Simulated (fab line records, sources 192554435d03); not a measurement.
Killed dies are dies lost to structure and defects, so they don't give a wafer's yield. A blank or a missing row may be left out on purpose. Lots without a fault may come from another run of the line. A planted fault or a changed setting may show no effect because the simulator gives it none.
fab line records | flow n5_finfet
record lots=7 wafers=21
route steps=1938 shown BEOL_M11@1560 BEOL_M13@1661 BEOL_M15@1797 MIM_BOT@1833 MIM_BOT_ETCH@1867
start_h: hours from the record's first day to the start of the lot's first wafer shown | wait_h: hours since the lot's step before | " the same as in the row above | L1.1+2: a row that stands for several wafers | - no value, or no start given | * or withheld: withheld | < > ~ a bound
route shown NAME@n: a module of which the file shows steps, and the number in the route of the first | usual: mean/standard deviation of fault-free wafers | same: alike in all rows | chamber/n: place in a boat | sites: the reading at each site | _std_site: their standard deviation | _edge_site: outer sites' mean less inner sites' | radius_mm: how far each site lies from the wafer's centre | mask NAME#n: copy n | behind: the tool/chamber that last shaped the wafer | hold: why the lot was held/for how many hours/how that ended | device: the transistor (n, p or np) that didn't switch | end of line: the same wafers' tests at the end of the route | a step without rows: its recipe alone | killed: dies lost to structure and defects at the first sort, not the wafer's yield | map: a wafer's dies, x killed, . not, _ none there
set.NAME: the setting as run; set.NAME@STEP: as run at that earlier step | model.NAME: the simulator's own value behind a step, which no gauge read
lots whose settings were changed on purpose; a table a step, a row a wafer
## steps
# step N5_BEOL_M11_COAT_63
# recipe resist=SOC temp_c=250 time_s=60 spin_rpm=1500 resist_thk_nm=100
# columns lot.wafer tool chamber start_h wait_h set.spin_rpm model.SOC_of_BEOL_M11_COAT_63.thk_nm
L079.2+4+5 litho_track-01 0 268.89 0.9 1500 100.2
L081.3 litho_track-01 0 271.62 0.7 1642 95.8
L081.4 " 0 " " 1642 95.6
L081.5 " 0 " " 1500 100
L082.1 litho_track-01 0 291.75 0.4 1601 97
L082.4 " 0 " " 1500 100.4
L082.5 " 0 " " 1601 97.6
L083.1 litho_track-03 0 291.75 0.1 1638 96
L083.3 " 0 " " 1500 100
L083.5 " 0 " " 1500 100.4
L088.2 litho_track-02 0 325.65 1.0 1625 95.6
L088.3 " 0 " " 1500 99.6
L088.6 " 0 " " 1500 99.8
L089.4 litho_track-01 0 347.90 2.1 1500 100.2
L089.5 " 0 " " 1370 104.4
L089.6 " 0 " " 1370 104.8
L091.3 litho_track-03 0 347.91 1.7 1565 98.4
L091.4 " 0 " " 1565 98.2
L091.6 " 0 " " 1500 100.4
# step N5_BEOL_M11_COAT_64
# recipe resist=SiARC temp_c=220 time_s=60 spin_rpm=1500 resist_thk_nm=30
# step N5_BEOL_M11_COAT_22
# recipe resist=CAR-ArF spin_rpm=1500 resist_thk_nm=90
# step N5_BEOL_M11_DESCUM_33
# recipe chemistry=O2 time_s=7.9 source_power_w=50 bias_power_w=20 pressure_mtorr=20 rf_frequency_hz=2.712e+07 temp_c=40 resist=CAR-ArF o2_flow_sccm=225
# step N5_BEOL_M11_ETCH_65
# recipe chemistry=CF4 target=SiARC target_depth_a=390 mask_material=CAR-ArF time_s=65 ion_energy_ev=80 pressure_mtorr=40 source_w=545 bias_w=36 Ar_flow_sccm=100 cf4_flow_sccm=100 ends=cleared
# step N5_BEOL_M11_ETCH_66
# recipe chemistry=N2/H2 target=SOC target_depth_a=1200 overetch_a=240 mask_material=SiARC temp_c=40 time_s=180 ion_energy_ev=200 pressure_mtorr=30 source_w=840 bias_w=150 n2_flow_sccm=200 h2_flow_sccm=200
# columns lot.wafer tool chamber start_h wait_h set.spin_rpm@BEOL_M11_COAT_63 model.etch.depth_nm
L079.2 rie_diel-03 1 269.31 0.0 1500 100.3
L079.4+5 " 0,3 " " 1500 100.2
L081.3 rie_diel-01 2 272.33 0.0 1642 95.85
L081.4 " 3 " " 1642 95.62
L081.5 " 2 " " 1500 100.1
L082.1 rie_diel-04 2 292.30 0.0 1601 96.94
L082.4 " 1 " " 1500 100.4
L082.5 " 3 " " 1601 97.56
L083.1 rie_diel-03 2 292.46 0.0 1638 96.01
L083.3 " 1 " " 1500 100
L083.5 " 1 " " 1500 100.4
L088.2 rie_diel-01 2 326.07 0.0 1625 95.67
L088.3 " 3 " " 1500 99.64
L088.6 " 3 " " 1500 99.78
L089.4 rie_diel-03 1 348.51 0.1 1500 100.2
L089.5 " 0 " " 1370 104.4
L089.6 " 3 " " 1370 104.8
L091.3 rie_diel-04 3 348.58 0.0 1565 98.4
L091.4 " 2 " " 1565 98.28
L091.6 " 3 " " 1500 100.3
# step N5_BEOL_M11_VIA_ETCH_34
# recipe chemistry=C4F6/O2 target=SiCOH_lowk target_depth_a=1845 mask_material=SOC taper_deg=4 time_s=69.2 ion_energy_ev=250 pressure_mtorr=30 source_w=345 bias_w=185 Ar_flow_sccm=300 C4F6_flow_sccm=10 O2_flow_sccm=10
# columns lot.wafer tool chamber start_h wait_h set.time_s set.spin_rpm@BEOL_M11_COAT_63 model.etch.depth_nm model.SOC_of_BEOL_M11_COAT_63.thk_nm
L079.2 rie_diel-03 1 269.44 0.0 69.2 1500 184.5 92.4
L079.4 " 0 " " 69.2 1500 184.7 92.4
L079.5 " 3 " " 69.2 1500 180.6 92.2
L081.3 rie_diel-01 2 272.45 0.0 69.2 1642 188.6 87.6
L081.4 " 3 " " 69.2 1642 181.3 87.8
L081.5 " 2 " " 69.2 1500 190 91.6
L082.1 rie_diel-04 2 292.42 0.0 56.93 1601 149.6 90.4
L082.4 " 1 " " 56.93 1500 156.4 93.4
L082.5 " 3 " " 69.2 1601 185.6 89.6
L083.1 rie_diel-03 2 292.59 0.0 82.08 1638 219.3 86.6
L083.3 " 1 " " 69.2 1500 183.3 92.2
L083.5 " 1 " " 69.2 1500 184.2 92.4
L088.2 rie_diel-01 2 326.20 0.0 58.82 1625 161 88.6
L088.3 " 3 " " 69.2 1500 177.8 92
L088.6 " 3 " " 69.2 1500 179.1 92
L089.4 rie_diel-03 1 348.60 0.0 76.1 1500 198 91.8
L089.5 " 0 " " 69.2 1370 183.2 96.6
L089.6 " 3 " " 76.1 1370 206 95.8
L091.3 rie_diel-04 3 348.71 0.0 84.1 1565 224.3 88.6
L091.4 " 2 " " 84.1 1565 224.4 88.6
L091.6 " 3 " " 69.2 1500 184.6 92.4
# step N5_BEOL_M11_ETCH_41
# recipe chemistry=CH3F/O2 target=SiCN target_depth_a=426 taper_deg=2 time_s=86 ion_energy_ev=120 mask_material=TiN pressure_mtorr=30 source_w=395 bias_w=75 Ar_flow_sccm=150 CH3F_flow_sccm=30 O2_flow_sccm=20
# columns lot.wafer tool chamber start_h wait_h set.time_s model.etch.depth_nm
L079.2 rie_diel-03 1 - - 86 32.42
L079.4 " 0 " " 86 32.8
L079.5 " 3 " " 86 32.12
L081.3 rie_diel-01 2 - - 86 33.52
L081.4 " 3 " " 70.77 26.24
L081.5 " 2 " " 70.77 27.49
L082.1 rie_diel-04 2 - - 102.2 38.16
L082.4 " 1 " " 86 33.11
L082.5 " 3 " " 102.2 38.42
L083.1 rie_diel-03 2 - - 86 32.65
L083.3 " 1 " " 86 32.27
L083.5 " 1 " " 94.32 35.39
L088.2 rie_diel-01 2 - - 86 33.68
L088.3 " 3 " " 86 31.8
L088.6 " 3 " " 86 31.73
L089.4 rie_diel-03 1 - - 86 31.93
L089.5 " 0 " " 100.1 38
L089.6 " 3 " " 86 33.26
L091.3 rie_diel-04 3 - - 74.71 28.06
L091.4 " 2 " " 86 32.71
L091.6 " 3 " " 86 32.55
# step N5_BEOL_M13_COAT_58
# recipe resist=BARC temp_c=205 time_s=60 spin_rpm=1500 resist_thk_nm=89
# columns lot.wafer tool chamber start_h wait_h set.spin_rpm model.BARC_of_BEOL_M13_COAT_58.thk_nm
L079.2+4+5 litho_track-05 0 278.65 0.0 1500 89
L081.3+4 litho_track-02 0 281.96 0.0 1500 89
L081.5 " 0 " " 1406 91.8
L082.1+4 litho_track-02 0 301.66 0.0 1500 89
L082.5 " 0 " " 1500 88.6
L083.1+5 litho_track-02 0 304.45 0.0 1500 88.6
L083.3 " 0 " " 1641 85
L088.2+3 litho_track-03 0 339.88 0.0 1359 93.2
L088.6 " 0 " " 1500 89
L091.3+4 litho_track-03 0 360.04 0.0 1500 88.6
L091.6 " 0 " " 1500 89
L089.4 litho_track-05 0 360.58 0.0 1500 88.8
L089.5 " 0 " " 1623 85.6
L089.6 " 0 " " 1623 85.4
# step N5_BEOL_M13_ETCH_59
# recipe chemistry=N2/H2 target=BARC target_depth_a=890 overetch_a=267 time_s=67.9 ion_energy_ev=200 pressure_mtorr=30 source_w=840 bias_w=150 n2_flow_sccm=200 h2_flow_sccm=200
# columns lot.wafer tool chamber start_h wait_h set.time_s set.spin_rpm@BEOL_M13_COAT_58 model.coat_of_BEOL_M13_COAT_04.thk_nm model.etch.depth_nm
L079.2 rie_diel-01 1 279.17 0.0 67.9 1500 316.2 88.95
L079.4 " 3 " " 67.9 1500 321.4 88.97
L079.5 " 0 " " 67.9 1500 320 89.08
L081.3 rie_diel-04 1 282.35 0.0 74.2 1500 310.6 89.09
L081.4 " 0 " " 74.2 1500 313.4 88.99
L081.5 " 3 " " 67.9 1406 321 91.89
L082.1 rie_diel-01 0 302.10 0.0 67.9 1500 320.8 89
L082.4 " 2 " " 67.9 1500 314.8 88.92
L082.5 " 3 " " 67.9 1500 318.6 88.67
L083.1 rie_diel-03 0 304.84 0.0 67.9 1500 319.2 88.6
L083.3 " 1 " " 67.9 1641 320.4 85
L083.5 " 1 " " 67.9 1500 320.8 88.58
L088.2 rie_diel-04 3 340.32 0.0 67.9 1359 318.2 93.24
L088.3 " 0 " " 67.9 1359 317.2 93.26
L088.6 " 0 " " 67.9 1500 317.6 89
L091.3 rie_diel-01 2 360.56 0.0 67.9 1500 313.2 88.67
L091.4 " 0 " " 60.3 1500 326.6 88.7
L091.6 " 3 " " 60.3 1500 324.8 89.02
L089.4 rie_diel-04 3 360.97 0.0 67.9 1500 318.2 88.87
L089.5 " 2 " " 67.9 1623 316.8 85.54
L089.6 " 1 " " 80.93 1623 302.2 85.4
# step N5_BEOL_M13_VIA_ETCH_16
# recipe chemistry=C4F8/O2/Ar target=SiOC pressure_mtorr=30 source_w=3000 bias_w=700 Ar_flow_sccm=400 C4F8_flow_sccm=15 O2_flow_sccm=8 he_inner_torr=15 he_outer_torr=30 target_depth_a=9217 time_s=withheld ion_energy_ev=250 ends=cleared
# step N5_BEOL_M13_STRIP_63
# recipe chemistry=N2/H2 power_w=1000 temp_c=250 h2_frac=0.65 overash_fraction=0.3 pressure_mtorr=1000 n2_flow_sccm=1750 h2_flow_sccm=3250
# step N5_BEOL_M13_STRIP_64
# recipe chemistry=N2/H2 power_w=1000 temp_c=250 h2_frac=0.65 overash_fraction=0.3 pressure_mtorr=withheld n2_flow_sccm=1750 h2_flow_sccm=3250
# usual strip_time_to_endpoint_s=31.28/0.058
# columns lot.wafer tool chamber start_h wait_h set.spin_rpm@BEOL_M13_COAT_58 strip_time_to_endpoint_s
L079.2 plasma_asher-02 1 279.51 0.0 1500 31.29
L079.4 " 0 " " 1500 31.31
L079.5 " 0 " " 1500 31.33
L081.3 plasma_asher-01 1 282.72 0.0 1500 31.34
L081.4 " 0 " " 1500 31.32
L081.5 " 0 " " 1406 32.14
L082.1 plasma_asher-01 0 302.45 0.0 1500 31.32
L082.4 " 0 " " 1500 31.30
L082.5 " 1 " " 1500 31.22
L083.1 plasma_asher-02 0 305.19 0.0 1500 31.20
L083.3 " 0 " " 1641 30.16
L083.5 " 0 " " 1500 31.19
L088.2 plasma_asher-02 1 340.66 0.0 1359 32.51
L088.3 " 0 " " 1359 32.53
L088.6 " 0 " " 1500 31.32
L091.3 plasma_asher-01 1 360.93 0.0 1500 31.21
L091.4 " 0 " " 1500 31.23
L091.6 " 1 " " 1500 31.32
L089.4 plasma_asher-01 1 361.34 0.0 1500 31.29
L089.5 " 0 " " 1623 30.32
L089.6 " 1 " " 1623 30.28
# step N5_BEOL_M15_COAT_22
# recipe spin_rpm=1704 resist_thk_nm=800
# columns lot.wafer tool chamber start_h wait_h set.spin_rpm model.coat_of_BEOL_M15_COAT_22.thk_nm
L079.2 litho_track-05 0 - - 1704 800.4
L079.4 " 0 " " 1704 802.2
L079.5 " 0 " " 1704 800.2
L081.3 litho_track-04 0 - - 1649 813.4
L081.4 " 0 " " 1649 815.6
L081.5 " 0 " " 1649 814.2
L082.1+5 litho_track-05 0 - - 1613 824.4
L082.4 " 0 " " 1613 824
L083.1 litho_track-04 0 - - 1571 835
L083.3 " 0 " " 1571 836
L083.5 " 0 " " 1704 801
L088.2 litho_track-05 0 - - 1704 799
L088.3 " 0 " " 1704 802
L088.6 " 0 " " 1704 800.2
L091.3 litho_track-02 0 - - 1704 801.8
L091.4 " 0 " " 1653 815.4
L091.6 " 0 " " 1653 814.2
L089.4 litho_track-04 0 - - 1704 801.4
L089.5 " 0 " " 1704 801.2
L089.6 " 0 " " 1621 822.2
# step N5_BEOL_M15_PEB_26
# recipe peb_temp_c=130 peb_time_s=90
# columns lot.wafer tool chamber start_h wait_h set.peb_temp_c
L079.2+4+5 litho_track-02 0 298.38 0.0 130
L081.3+4 litho_track-05 0 301.52 0.0 130
L081.5 " 0 " " 126.5
L082.1+4 litho_track-02 0 314.75 0.1 130
L082.5 " 0 " " 131.1
L083.1+5 litho_track-02 0 317.64 0.1 130
L083.3 " 0 " " 132.2
L088.2+3 litho_track-05 0 353.78 0.0 126.3
L088.6 " 0 " " 130
L091.3+4+6 litho_track-02 0 375.10 0.0 130
L089.4+6 litho_track-04 0 375.28 0.0 130
L089.5 " 0 " " 127.7
# step N5_BEOL_M15_DEVELOP_27
# recipe develop_time_s=45 rinse_liquid=diw dry=air_spin dev_temp_c=21
# step N5_BEOL_M15_HARDBAKE_32
# recipe temp_c=130 time_s=120
# step N5_BEOL_M15_CD_MEAS_28
# recipe target_cd_nm=407.6 landing_energy_ev=500 detector=se_inlens
# usual cd_nm=408.1/1.9
# columns lot.wafer tool chamber start_h wait_h set.peb_temp_c@BEOL_M15_PEB_26 cd_nm
L079.2 cd_sem-02 0 298.49 - 130 409.8
L079.4 " 0 " " 130 405.6
L079.5 " 0 " " 130 406.1
L081.3 cd_sem-01 0 301.63 - 130 403.1
L081.4 " 0 " " 130 406.2
L081.5 " 0 " " 126.5 388.2
L082.1 cd_sem-01 0 314.86 - 130 406.2
L082.4 " 0 " " 130 409.8
L082.5 " 0 " " 131.1 414.5
L083.1 cd_sem-03 0 317.76 - 130 408.4
L083.3 " 0 " " 132.2 414.7
L083.5 " 0 " " 130 411.2
L088.2 cd_sem-01 0 353.89 - 126.3 385.7
L088.3 " 0 " " 126.3 384.9
L088.6 " 0 " " 130 407.1
L091.3 cd_sem-03 0 375.22 - 130 411.6
L091.4 " 0 " " 130 410.8
L091.6 " 0 " " 130 409.6
L089.4 cd_sem-03 0 375.40 - 130 410.2
L089.5 " 0 " " 127.7 396.3
L089.6 " 0 " " 130 407.4
# step N5_BEOL_M15_DESCUM_33
# recipe chemistry=O2 time_s=7.9 source_power_w=50 bias_power_w=20 pressure_mtorr=20 rf_frequency_hz=2.712e+07 temp_c=40 o2_flow_sccm=225
# columns lot.wafer tool chamber start_h wait_h set.peb_temp_c@BEOL_M15_PEB_26 model.BEOL_M15.cd_nm
L079.2 rie_diel-04 2 298.58 0.0 130 409.4
L079.4 " 3 " " 130 405.2
L079.5 " 3 " " 130 406.2
L081.3 rie_diel-04 3 302.06 0.4 130 402.8
L081.4 " 1 " " 130 406.4
L081.5 " 0 " " 126.5 387.8
L082.1 rie_diel-03 2 314.95 0.0 130 406
L082.4 " 1 " " 130 410.2
L082.5 " 0 " " 131.1 414.4
L083.1 rie_diel-04 0 317.85 0.0 130 408.6
L083.3 " 1 " " 132.2 414.4
L083.5 " 3 " " 130 410.6
L088.2 rie_diel-04 1 353.98 0.0 126.3 385.6
L088.3 " 3 " " 126.3 384.8
L088.6 " 2 " " 130 406.8
L091.3 rie_diel-01 3 375.30 0.0 130 412
L091.4 " 2 " " 130 411.2
L091.6 " 0 " " 130 409.2
L089.4 rie_diel-04 2 375.48 0.0 130 410.4
L089.5 " 2 " " 127.7 396.4
L089.6 " 1 " " 130 407.4
# step N5_BEOL_M15_ETCH_61
# recipe chemistry=N2/H2 target=BARC target_depth_a=890 overetch_a=267 time_s=67.9 ion_energy_ev=200 pressure_mtorr=30 source_w=840 bias_w=150 n2_flow_sccm=200 h2_flow_sccm=200
# columns lot.wafer tool chamber start_h wait_h set.spin_rpm@BEOL_M15_COAT_22 set.peb_temp_c@BEOL_M15_PEB_26 model.coat_of_BEOL_M15_COAT_22.thk_nm model.BEOL_M15.cd_nm
L079.2 rie_diel-04 2 298.62 0.0 1704 130 719 403.2
L079.4 " 3 " " 1704 130 721 397
L079.5 " 3 " " 1704 130 718.6 398.2
L081.3 rie_diel-04 3 302.09 0.0 1649 130 732 395
L081.4 " 1 " " 1649 130 730 399
L081.5 " 0 " " 1649 126.5 731.4 380.2
L082.1 rie_diel-03 2 314.99 0.0 1613 130 741.8 397.8
L082.4 " 1 " " 1613 130 742.8 402.8
L082.5 " 0 " " 1613 131.1 743 407.4
L083.1 rie_diel-04 0 317.88 0.0 1571 130 753.4 400.2
L083.3 " 1 " " 1571 132.2 751 407
L083.5 " 3 " " 1704 130 720 403
L088.2 rie_diel-04 1 354.02 0.0 1704 126.3 714 378.2
L088.3 " 3 " " 1704 126.3 719.8 376.6
L088.6 " 2 " " 1704 130 716.6 400.2
L091.3 rie_diel-01 3 375.34 0.0 1704 130 722.2 405
L091.4 " 2 " " 1653 130 731 404.4
L091.6 " 0 " " 1653 130 735.6 399.4
L089.4 rie_diel-04 2 375.52 0.0 1704 130 718.2 403.8
L089.5 " 2 " " 1704 127.7 718.4 389.8
L089.6 " 1 " " 1621 130 737 400
# step N5_MIM_BOT_SPUTTER_00
# recipe material=TiN target_thk_a=350 temp_c=200 power_w=3000 chamber_pressure_pa=0.49996 gas=Ar reactive_partial_pa=0.37997 time_s=89.7
# columns lot.wafer tool chamber start_h wait_h set.time_s model.TiN_of_MIM_BOT_SPUTTER_00.thk_nm
L079.2+4 pvd_sputter-01 - 305.54 0.0 89.7 35.2
L079.5 " - " " 89.7 35
L081.3 pvd_sputter-01 - 306.12 0.0 89.7 34.6
L081.4 " - " " 82.87 32.2
L081.5 " - " " 89.7 34.8
L082.1 pvd_sputter-02 - 323.24 0.0 89.7 34.8
L082.4 " - " " 89.7 34.4
L082.5 " - " " 99.13 38.4
L083.1+5 pvd_sputter-02 - 323.36 0.0 89.7 35.2
L083.3 " - " " 89.7 34.8
L088.2+6 pvd_sputter-02 - 362.21 0.0 89.7 34.8
L088.3 " - " " 89.7 34.6
L091.3 pvd_sputter-02 - 384.48 0.0 89.7 34.6
L091.4 " - " " 89.7 34.8
L091.6 " - " " 89.7 33.8
L089.4 pvd_sputter-01 - 385.37 0.0 100.2 39.6
L089.5 " - " " 89.7 35.4
L089.6 " - " " 89.7 35.6
# step N5_MIM_BOT_ETCH_ETCH_03
# recipe chemistry=Cl2/BCl3 target_depth_a=120 pressure_mtorr=8 icp_w=800 bias_w=100 Cl2_flow_sccm=20 bcl3_flow_sccm=80
# columns lot.wafer tool chamber start_h wait_h set.bias_w model.etch.depth_nm
L079.2 rie_metal-03 1 307.89 0.1 100 11.86
L079.4+5 " 0,1 " " 100 11.89
L081.3 rie_metal-02 1 310.20 0.1 107.9 12.45
L081.4 " 0 " " 107.9 12.69
L081.5 " 1 " " 100 12.07
L082.1 rie_metal-02 1 325.29 0.1 89.31 11.63
L082.4 " 1 " " 100 12.23
L082.5 " 1 " " 100 12.15
L083.1 rie_metal-01 0 325.65 0.1 107 11.87
L083.3 " 1 " " 100 11.64
L083.5 " 1 " " 100 11.74
L088.2 rie_metal-01 1 364.83 0.1 100 11.81
L088.3 " 1 " " 90.42 11.41
L088.6 " 0 " " 100 11.61
L091.3 rie_metal-02 0 387.18 0.1 100 12.4
L091.4 " 1 " " 88.18 11.63
L091.6 " 0 " " 88.18 11.78
L089.4 rie_metal-03 1 388.85 0.1 100 11.81
L089.5 " 0 " " 100 11.87
L089.6 " 1 " " 100 11.8
## key
split step=N5_BEOL_M11_COAT_63 setting=spin_rpm stated=1500 by=wafer
response step=N5_BEOL_M11_COAT_63 reading=model.SOC_of_BEOL_M11_COAT_63.thk_nm change=-0.474 per=1% r=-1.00
response step=N5_BEOL_M11_ETCH_66 reading=model.etch.depth_nm change=-0.472 per=1% r=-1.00
response step=N5_BEOL_M11_VIA_ETCH_34 reading=model.SOC_of_BEOL_M11_COAT_63.thk_nm change=-0.51 per=1% r=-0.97
split step=N5_BEOL_M11_VIA_ETCH_34 setting=time_s stated=69.2 by=wafer
response step=N5_BEOL_M11_VIA_ETCH_34 reading=model.etch.depth_nm change=+1.76 per=1% r=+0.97
split step=N5_BEOL_M11_ETCH_41 setting=time_s stated=86 by=wafer
response step=N5_BEOL_M11_ETCH_41 reading=model.etch.depth_nm change=+0.326 per=1% r=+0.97
split step=N5_BEOL_M13_COAT_58 setting=spin_rpm stated=1500 by=wafer
response step=N5_BEOL_M13_COAT_58 reading=model.BARC_of_BEOL_M13_COAT_58.thk_nm change=-0.416 per=1% r=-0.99
response step=N5_BEOL_M13_ETCH_59 reading=model.etch.depth_nm change=-0.422 per=1% r=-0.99
response step=N5_BEOL_M13_STRIP_64 reading=strip_time_to_endpoint_s change=* per=1% r=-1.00
split step=N5_BEOL_M13_ETCH_59 setting=time_s stated=67.9 by=wafer
response step=N5_BEOL_M13_ETCH_59 reading=model.coat_of_BEOL_M13_COAT_04.thk_nm change=-0.892 per=1% r=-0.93
split step=N5_BEOL_M15_COAT_22 setting=spin_rpm stated=1704 by=wafer
response step=N5_BEOL_M15_COAT_22 reading=model.coat_of_BEOL_M15_COAT_22.thk_nm change=-4.38 per=1% r=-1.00
response step=N5_BEOL_M15_ETCH_61 reading=model.coat_of_BEOL_M15_COAT_22.thk_nm change=-4.01 per=1% r=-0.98
split step=N5_BEOL_M15_PEB_26 setting=peb_temp_c stated=130 by=wafer
response step=N5_BEOL_M15_CD_MEAS_28 reading=cd_nm change=+6.45 per=1% r=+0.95
response step=N5_BEOL_M15_DESCUM_33 reading=model.BEOL_M15.cd_nm change=+6.45 per=1% r=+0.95
response step=N5_BEOL_M15_ETCH_61 reading=model.BEOL_M15.cd_nm change=+6.65 per=1% r=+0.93
split step=N5_MIM_BOT_SPUTTER_00 setting=time_s stated=89.7 by=wafer
response step=N5_MIM_BOT_SPUTTER_00 reading=model.TiN_of_MIM_BOT_SPUTTER_00.thk_nm change=+0.35 per=1% r=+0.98
split step=N5_MIM_BOT_ETCH_ETCH_03 setting=bias_w stated=100 by=wafer
response step=N5_MIM_BOT_ETCH_ETCH_03 reading=model.etch.depth_nm change=+0.0487 per=1% r=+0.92
